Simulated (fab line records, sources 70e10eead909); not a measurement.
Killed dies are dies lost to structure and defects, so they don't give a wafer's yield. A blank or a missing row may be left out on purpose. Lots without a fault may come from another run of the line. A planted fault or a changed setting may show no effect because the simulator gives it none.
fab line records | flow nand_harc
record lots=6 wafers=18 last_day=32
route steps=1302 shown A_ONON_D2@550
lots that met no fault: from a run of the same line without faults
start_h: hours from the record's first day to the start of the lot's first wafer shown | wait_h: hours since the lot's step before | " the same as in the row above | L1.1+2: a row that stands for several wafers | - no value, or no start given | * or withheld: withheld | < > ~ a bound
route shown NAME@n: a module of which the file shows steps, and the number in the route of the first | usual: mean/standard deviation of fault-free wafers | same: alike in all rows | chamber/n: place in a boat | sites: the reading at each site | _std_site: their standard deviation | _edge_site: outer sites' mean less inner sites' | radius_mm: how far each site lies from the wafer's centre | mask NAME#n: copy n | behind: the tool/chamber that last shaped the wafer | hold: why the lot was held/for how many hours/how that ended | device: the transistor (n, p or np) that didn't switch | end of line: the same wafers' tests at the end of the route | a step without rows: its recipe alone | killed: dies lost to structure and defects at the first sort, not the wafer's yield | map: a wafer's dies, x killed, . not, _ none there
set.NAME: the setting as run; set.NAME@STEP: as run at that earlier step | model.NAME: the simulator's own value behind a step, which no gauge read
lots at some steps of the route; a table a step, a row a wafer
services: from which hour (start_h, from the record's first day; less than 0 if before it) a tool's chamber was out of use, for how many hours, and why
## steps
# step NHARC_A_ONON_D2_THK_MEAS_08
# recipe thk_meas_gauge=ellipsometry
# usual thk_nm=1000/11
# columns lot.wafer tool chamber start_h wait_h thk_nm
L927.1 film_metro-02 - 282.55 - 998
L927.3 " - " " 997
L927.6 " - " " 998
L931.3 film_metro-02 - 329.24 - 997
L931.5 " - " " 996
L931.6 " - " " 998
L933.2 film_metro-02 - 341.22 - 1008
L933.3 " - " " 1006
L933.5 " - " " 1008
L934.3 film_metro-02 - 359.22 - 999
L934.4 " - " " 999
L934.6 " - " " 1000
L941.3 film_metro-02 - 434.37 - 989
L941.5 " - " " 990
L941.6 " - " " 989
L943.1 film_metro-01 - 442.35 - 985
L943.2 " - " " 987
L943.3 " - " " 984
# step NHARC_A_ONON_D2_DEP_09
# recipe target_thk_a=10000 n2_flow_sccm=2750 n2o_flow_sccm=2000 nh3_flow_sccm=500 sih4_flow_sccm=210 temp_c=400
# step NHARC_A_ONON_D2_THK_MEAS_11
# recipe thk_meas_gauge=ellipsometry
# usual thk_nm=997/11
# columns lot.wafer tool chamber start_h wait_h thk_nm
L927.1 film_metro-02 - 283.12 - 996
L927.3 " - " " 997
L927.6 " - " " 996
L931.3 film_metro-02 - 329.81 - 1016
L931.5 " - " " 1017
L931.6 " - " " 1018
L933.2 film_metro-02 - 341.79 - 996
L933.3 " - " " 995
L933.5 " - " " 997
L934.3 film_metro-02 - 359.79 - 1001
L934.4 " - " " 998
L934.6 " - " " 1000
L941.3 film_metro-02 - 434.94 - 996
L941.5 " - " " 994
L941.6 " - " " 996
L943.1 film_metro-02 - 442.91 - 992
L943.2 " - " " 992
L943.3 " - " " 992
# step NHARC_A_ONON_D2_DEP_12
# recipe target_thk_a=10000 n2_flow_sccm=2750 n2o_flow_sccm=2000 nh3_flow_sccm=500 sih4_flow_sccm=210 temp_c=400
# step NHARC_A_ONON_D2_THK_MEAS_14
# recipe thk_meas_gauge=ellipsometry
# usual thk_nm=1001/8.8
# columns lot.wafer tool chamber start_h wait_h thk_nm
L927.1 film_metro-01 - 283.69 - 1014
L927.3 " - " " 1013
L927.6 " - " " 1012
L931.3 film_metro-02 - 330.38 - 1002
L931.5 " - " " 1000
L931.6 " - " " 1002
L933.2 film_metro-02 - 342.36 - 996
L933.3 " - " " 996
L933.5 " - " " 996
L934.3 film_metro-02 - 360.35 - 1007
L934.4 " - " " 1008
L934.6 " - " " 1006
L941.3 film_metro-01 - 435.51 - 1003
L941.5 " - " " 1001
L941.6 " - " " 1001
L943.1 film_metro-01 - 443.59 - 992
L943.2 " - " " 993
L943.3 " - " " 996
# step NHARC_A_ONON_D2_ANNEAL_15
# recipe temp_c=750 time_s=3600
# step NHARC_A_ONON_D2_DEP_16
# recipe target_thk_a=10000 n2_flow_sccm=2750 n2o_flow_sccm=2000 nh3_flow_sccm=500 sih4_flow_sccm=210 temp_c=400
# step NHARC_A_ONON_D2_THK_MEAS_18
# recipe thk_meas_gauge=ellipsometry
# usual thk_nm=1002/10
# columns lot.wafer tool chamber start_h wait_h thk_nm
L927.1 film_metro-01 - 291.12 - 995
L927.3 " - " " 994
L927.6 " - " " 995
L931.3 film_metro-02 - 337.79 - 1007
L931.5 " - " " 1007
L931.6 " - " " 1009
L933.2 film_metro-02 - 352.89 - 1021
L933.3 " - " " 1021
L933.5 " - " " 1023
L934.3 film_metro-02 - 372.02 - 1003
L934.4 " - " " 1002
L934.6 " - " " 1003
L941.3 film_metro-02 - 443.24 - 1017
L941.5 " - " " 1018
L941.6 " - " " 1017
L943.1 film_metro-02 - 450.98 - 997
L943.2 " - " " 995
L943.3 " - " " 997
# step NHARC_A_ONON_D2_DEP_19
# recipe target_thk_a=10000 n2_flow_sccm=2750 n2o_flow_sccm=2000 nh3_flow_sccm=500 sih4_flow_sccm=210 temp_c=400
# step NHARC_A_ONON_D2_THK_MEAS_21
# recipe thk_meas_gauge=ellipsometry
# usual thk_nm=998/11
# columns lot.wafer tool chamber start_h wait_h thk_nm
L927.1 film_metro-02 - 291.68 - 1008
L927.3 " - " " 1011
L927.6 " - " " 1009
L931.3 film_metro-02 - 338.37 - 996
L931.5 " - " " 994
L931.6 " - " " 996
L933.2 film_metro-02 - 353.46 - 990
L933.3 " - " " 990
L933.5 " - " " 990
L934.3 film_metro-02 - 372.59 - 1007
L934.4 " - " " 1007
L934.6 " - " " 1009
L941.3 film_metro-02 - 443.80 - 972
L941.5 " - " " 974
L941.6 " - " " 973
L943.1 film_metro-02 - 451.55 - 995
L943.2 " - " " 996
L943.3 " - " " 995
# step NHARC_A_ONON_D2_DEP_22
# recipe target_thk_a=10000 n2_flow_sccm=2750 n2o_flow_sccm=2000 nh3_flow_sccm=500 sih4_flow_sccm=210 temp_c=400
# step NHARC_A_ONON_D2_THK_MEAS_24
# recipe thk_meas_gauge=ellipsometry
# usual thk_nm=1007/8.3
# columns lot.wafer tool chamber start_h wait_h thk_nm
L927.1 film_metro-02 - 292.25 - 999
L927.3 " - " " 998
L927.6 " - " " 1000
L931.3 film_metro-02 - 338.93 - 1026
L931.5 " - " " 1029
L931.6 " - " " 1027
L933.2 film_metro-02 - 354.04 - 1015
L933.3 " - " " 1015
L933.5 " - " " 1014
L934.3 film_metro-02 - 373.15 - 1024
L934.4 " - " " 1024
L934.6 " - " " 1024
L941.3 film_metro-01 - 444.36 - 1013
L941.5 " - " " 1014
L941.6 " - " " 1013
L943.1 film_metro-01 - 452.12 - 1001
L943.2 " - " " 1001
L943.3 " - " " 1001
# step NHARC_A_ONON_D2_DEP_25
# recipe target_thk_a=10000 n2_flow_sccm=2750 n2o_flow_sccm=2000 nh3_flow_sccm=500 sih4_flow_sccm=210 temp_c=400
# columns lot.wafer tool chamber start_h wait_h
L927.1+3+6 pecvd_onon-04 0 292.31 0.1
L931.3+5+6 pecvd_onon-04 0 339.10 0.2
L933.2+3+5 pecvd_onon-01 0 354.15 0.1
L934.3+4+6 pecvd_onon-04 0 373.33 0.2
L941.3+5+6 pecvd_onon-01 0 444.54 0.2
L943.1+2+3 pecvd_onon-04 0 452.17 0.1
# step NHARC_A_ONON_D2_THK_MEAS_27
# recipe thk_meas_gauge=ellipsometry
# usual thk_nm=999/7.9
# columns lot.wafer tool chamber start_h wait_h hold thk_nm
L927.1 film_metro-02 - 292.82 - - 1004
L927.3 " - " " - 1001
L927.6 " - " " - 1003
L931.3 film_metro-02 - 339.50 - await_dispo/0.2h/release 904
L931.5 " - " " await_dispo/0.2h/release 904
L931.6 " - " " await_dispo/0.2h/release 904
L931.3 film_metro-02 - 339.67 0.2 - 905
L931.5 " - " " - 903
L931.6 " - " " - 906
L933.2 film_metro-02 - 354.61 - - 992
L933.3 " - " " - 992
L933.5 " - " " - 994
L934.3 film_metro-02 - 373.72 - await_dispo/0.2h/release 915
L934.4 " - " " await_dispo/0.2h/release 915
L934.6 " - " " await_dispo/0.2h/release 916
L934.3 film_metro-02 - 373.89 0.2 - 915
L934.4 " - " " - 914
L934.6 " - " " - 916
L941.3 film_metro-01 - 444.93 - - 1009
L941.5 " - " " - 1008
L941.6 " - " " - 1009
L943.1 film_metro-01 - 452.69 - - 994
L943.2 " - " " - 994
L943.3 " - " " - 994
## services
# columns tool chamber start_h hours kind
pecvd_onon-01 - 269.37 13.0 pm
pecvd_onon-04 - 311.33 13.0 pm
pecvd_onon-01 - 450.37 13.0 pm
## key
first_sign step=NHARC_A_ONON_D2_THK_MEAS_27 reading=visit direction=added
effect step=NHARC_A_ONON_D2_THK_MEAS_27 reading=thk_nm direction=down sigmas=11 usual=999 struck=910
met_at NHARC_A_ONON_D2_DEP_25
struck_wafers L931.3,L931.5,L931.6,L934.3,L934.4,L934.6
sort_left_out L931.3,L931.5,L931.6,L934.3,L934.4,L934.6
tester_left_out L931,L934
onset_between 292.31 339.10
fault kind=process_parameter_drift tool=pecvd_onon-04 chamber=- onset_h=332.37 steps=NHARC_A_ONON_D2_DEP_25 channel=target_thk_a offset=* shape=step end_h=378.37 acts_in=* stated=*
# tester_left_out: of these lots the tester's yield and bins aren't shown, on N5 and GAA mostly nor the transistor test; their killed dies are dies lost to structure and defects alone, not to doping, threshold or leakage, so they don't give the yield
# sort_left_out: the simulated sort isn't trusted on such a fault, so these wafers' sort isn't shown, and their yield isn't known
